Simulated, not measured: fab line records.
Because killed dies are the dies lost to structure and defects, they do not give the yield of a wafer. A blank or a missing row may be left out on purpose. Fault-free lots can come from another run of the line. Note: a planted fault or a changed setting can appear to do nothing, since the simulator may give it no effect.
Matching of chambers + flow n5_finfet + N5_BEOL_M15_ILD_DEP_00 on pecvd-04 has 3 sister chambers
The step deposits SiO2 from TEOS/O2, target thk 1629.3 nm, time 346.1 s. 16 wafers are shown with their chamber, then 8 later ones without.

## WAFERS, EACH WITH ITS CHAMBER
| wafer  | chamber | throttle_valve_pct (%) | heater_power_w (W) | showerhead_plenum_p_Torr (Torr) |
|--------|---------|------------------------|--------------------|---------------------------------|
| L074.1 | 1       | 21.7                   | 597                | 8.362                           |
| L074.4 | 1       | 21.5                   | 504                | 8.332                           |
| L074.6 | 0       | 18.8                   | 421                | 8.338                           |
| L075.1 | 2       | 16.7                   | 574                | 8.338                           |
| L075.2 | 0       | 18.4                   | 438                | 8.311                           |
| L075.4 | 2       | 16.7                   | 642                | 8.323                           |
| L078.1 | 0       | 18.9                   | 527                | 8.319                           |
| L078.3 | 2       | 16.9                   | 633                | 8.330                           |
| L078.5 | 0       | 18.6                   | 434                | 8.339                           |
| L079.1 | 2       | 17.0                   | 585                | 8.328                           |
| L079.2 | 0       | 18.7                   | 533                | 8.357                           |
| L079.4 | 2       | 17.1                   | 646                | 8.359                           |
| L085.2 | 1       | 21.8                   | 598                | 8.356                           |
| L085.3 | 0       | 18.9                   | 513                | 8.343                           |
| L085.6 | 1       | 21.7                   | 507                | 8.358                           |
| L091.1 | 2       | 17.3                   | 639                | 8.336                           |

SIGNATURES (means of the wafers above)
| reading                  | chamber 0 | chamber 1 | chamber 2 | scatter within a chamber |
|--------------------------|-----------|-----------|-----------|--------------------------|
| throttle_valve_pct       | 18.717    | 21.675    | 16.950    | 0.198                    |
| heater_power_w           | 477.67    | 551.50    | 619.83    | 45.5                     |
| showerhead_plenum_p_Torr | 8.33450   | 8.35200   | 8.33567   | 0.0146                   |
Rule: a wafer lies at a distance from a chamber equal to the root of the sum of squares, over the readings, of (its reading less the chamber's mean, divided by the reading's scatter). The wafer belongs to the nearest chamber; if the next one is less than 2 further off, it can't be placed. How the scatter is found: for the shown wafers, subtract from each reading the mean of its chamber, square and add these, divide the total by (wafers less chambers), then take the root.

## WAFERS WHOSE CHAMBER IS MISSING
| wafer  | throttle_valve_pct (%) | heater_power_w (W) | showerhead_plenum_p_Torr (Torr) |
|--------|------------------------|--------------------|---------------------------------|
| L091.4 | 21.6                   | 652                | 8.360                           |
| L091.5 | 18.5                   | 420                | 8.321                           |
| L092.1 | 21.5                   | 622                | 8.360                           |
| L092.2 | 16.9                   | 610                | 8.345                           |
| L092.5 | 18.9                   | 439                | 8.340                           |
| L096.1 | 18.9                   | 487                | 8.334                           |
| L096.4 | 17.1                   | 523                | 8.345                           |
| L096.5 | 21.5                   | 633                | 8.364                           |

## EACH ONE'S CHAMBER
| wafer  | from the rows above | in truth |
|--------|---------------------|----------|
| L091.4 | 1                   | 1        |
| L091.5 | 0                   | 0        |
| L092.1 | 1                   | 1        |
| L092.2 | 2                   | 2        |
| L092.5 | 0                   | 0        |
| L096.1 | 0                   | 0        |
| L096.4 | 2                   | 2        |
| L096.5 | 1                   | 1        |
Placed correctly: 8 of 8. Not placeable from these rows: 0. Placed wrongly: 0.
